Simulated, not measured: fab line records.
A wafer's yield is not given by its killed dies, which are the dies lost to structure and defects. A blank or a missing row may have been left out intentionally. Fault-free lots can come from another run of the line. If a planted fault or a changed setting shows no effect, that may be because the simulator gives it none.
Matching of chambers    flow n5Finfet    N5_FIN_SAQP_SPACER2_ETCHBACK_29 on rieDiel-06 has 4 sister chambers
The step etches SiO2 in CHF3/O2, target depth 12.2 nm, time 6.1 s. 14 wafers are shown with their chamber, then 7 later ones without.

## WAFERS WITH THEIR CHAMBER
wafer   chamber  drypumpMotorCurrentA (A)  showerheadPlenumPTorr (Torr)  throttleValvePct (%)
L075.3  3        4.9                       2.45                          18.88
L075.4  1        5.7                       2.53                          19.15
L075.5  0        6.8                       2.34                          18.47
L078.1  2        5.9                       2.33                          18.66
L078.3  3        4.9                       2.45                          18.88
L078.6  2        6.0                       2.33                          18.68
L083.1  0        6.9                       2.33                          18.49
L083.2  2        5.9                       2.33                          18.71
L083.4  3        4.9                       2.44                          18.91
L086.1  2        6.0                       2.32                          18.70
L086.2  3        4.9                       2.44                          18.93
L086.4  0        6.8                       2.33                          18.51
L087.2  3        4.9                       2.44                          18.92
L087.5  0        6.9                       2.33                          18.50

SIGNATURES, as means of the wafers listed above
reading                chamber 0  chamber 1  chamber 2  chamber 3  scatter within a chamber
drypumpMotorCurrentA   6.850      5.700      5.950      4.900      0.0447
showerheadPlenumPTorr  2.3325     2.5300     2.3275     2.4440     0.0052
throttleValvePct       18.4925    19.1500    18.6875    18.9040    0.0211
Rule: a wafer's distance from a chamber is the root of the sum, over the readings, of the square of ((its reading less the chamber's mean) divided by the reading's scatter). If the next closest chamber is less than 2 further off than the closest, the wafer can't be placed; otherwise it belongs to the closest. The scatter: take each reading less its chamber's mean, square it, sum over the shown wafers, divide by the number of wafers less the number of chambers, and take the root.

## WAFERS WITHOUT THEIR CHAMBER
wafer   drypumpMotorCurrentA (A)  showerheadPlenumPTorr (Torr)  throttleValvePct (%)
L087.6  5.7                       2.52                          19.21
L093.1  5.7                       2.51                          19.22
L093.4  5.9                       2.32                          18.72
L093.5  5.7                       2.51                          19.24
L096.2  4.9                       2.43                          18.95
L096.3  6.0                       2.32                          18.74
L096.6  5.7                       2.51                          19.23

## EACH ONE'S CHAMBER
wafer   from the rows above  in truth
L087.6  1                    1
L093.1  1                    1
L093.4  2                    2
L093.5  1                    1
L096.2  3                    3
L096.3  2                    2
L096.6  1                    1
7 of 7 placed correctly. Can't be placed from these rows: 0. 0 placed wrongly.
